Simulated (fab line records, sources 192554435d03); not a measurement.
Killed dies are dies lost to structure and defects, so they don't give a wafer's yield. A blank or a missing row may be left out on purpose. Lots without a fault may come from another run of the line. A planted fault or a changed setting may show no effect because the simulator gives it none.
Split-lot experiment | flow n5_finfet | 7 lots, 21 wafers read, on a route of 1938 steps

THE SPLIT
At N5_HKMG_FIN_EXPOSE_46 (exposes mask NDIPOLE), the setting dose_mj was moved away from the recipe's 40 on 3 of the 21 wafers read, by -6.6% to +5.2%. The other wafers ran this setting at the recipe's value.

FROM THE SPLIT TO THE READING: what the file shows between them, 1 step
- N5_HKMG_FIN_DEVELOP_48: develop time 30 s (also split here: develop_time_s)

THE READING
cd_nm, in nm, at N5_HKMG_FIN_CD_MEAS_49 (target cd 202 nm). Fault-free wafers of this fab line usually give 201.7 nm, standard deviation 0.7 nm.

wafer  | tool, chamber at the split | dose_mj as run | against the recipe | cd_nm, nm | against lot-mates on the recipe
L076.3 | arfi_scanner-03, 0         | 40             | recipe             | 201.4     | -
L076.4 | arfi_scanner-03, 0         | 42.07          | +5.2%              | 204.0     | +3.1
L076.6 | arfi_scanner-03, 0         | 40             | recipe             | 200.5     | -
L079.1 | arfi_scanner-03, 0         | 40             | recipe             | 201.9     | -
L079.4 | arfi_scanner-03, 0         | 40             | recipe             | 201.2     | -
L079.6 | arfi_scanner-03, 0         | 40             | recipe             | 202.0     | -
L086.1 | arfi_scanner-03, 0         | 40             | recipe             | 203.2     | -
L086.2 | arfi_scanner-03, 0         | 40             | recipe             | 201.9     | -
L086.3 | arfi_scanner-03, 0         | 40             | recipe             | 203.7     | -
L091.1 | arfi_scanner-03, 0         | 40             | recipe             | 202.2     | -
L091.2 | arfi_scanner-03, 0         | 40             | recipe             | 201.7     | -
L091.4 | arfi_scanner-03, 0         | 40             | recipe             | 202.0     | -
L092.2 | arfi_scanner-02, 0         | 40             | recipe             | 201.2     | -
L092.4 | arfi_scanner-02, 0         | 40             | recipe             | 200.3     | -
L092.6 | arfi_scanner-02, 0         | 40             | recipe             | 201.5     | -
L094.1 | arfi_scanner-02, 0         | 40             | recipe             | 201.0     | -
L094.2 | arfi_scanner-02, 0         | 40             | recipe             | 201.1     | -
L094.6 | arfi_scanner-02, 0         | 38.9           | -2.8%              | 200.4     | -0.7
L096.1 | arfi_scanner-01, 0         | 37.35          | -6.6%              | 197.8     | -4.5
L096.2 | arfi_scanner-01, 0         | 40             | recipe             | 203.0     | -
L096.6 | arfi_scanner-01, 0         | 40             | recipe             | 201.6     | -

THE FIT
A straight line over all 21 wafers: cd_nm changes by +0.528 nm for each +1% of dose_mj; r = +0.78; the points scatter about the line by 0.85 nm.
The same after taking each lot's own level away (the mean of its wafers on the recipe; 21 wafers): +0.607 nm for each +1%; r = +0.91; scatter 0.55 nm.
On that fit, the largest move of dose_mj shifts the reading by 4 nm.
The lots' own levels span 200.95 to 202.93 nm, that is 2.8 times the standard deviation above.
So the lot-to-lot level blurs the effect unless lot-mates are compared.
Check: with one of the wafers moved furthest among these (-6.6%) left out of the fit, the line predicts -3.3 nm for it against its lot-mates. It came out at -4.5 nm against them.

OTHER SPLITS ON THESE WAFERS
These wafers also went through other splits before the reading. Each is held against what the fit with the lots' levels taken away leaves over:
other split on the same wafers        | wafers away from the commonest value | r with cd_nm (lot level and that fit taken away)
N5_SD_EPI_P_PEB_07 peb_time_s         | 7                                    | -0.14
N5_HKMG_FIN_DEVELOP_48 develop_time_s | 8                                    | +0.14

THE FILE'S OWN FIT
cd_nm changes by +0.606 nm for each +1% of dose_mj, r = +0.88.
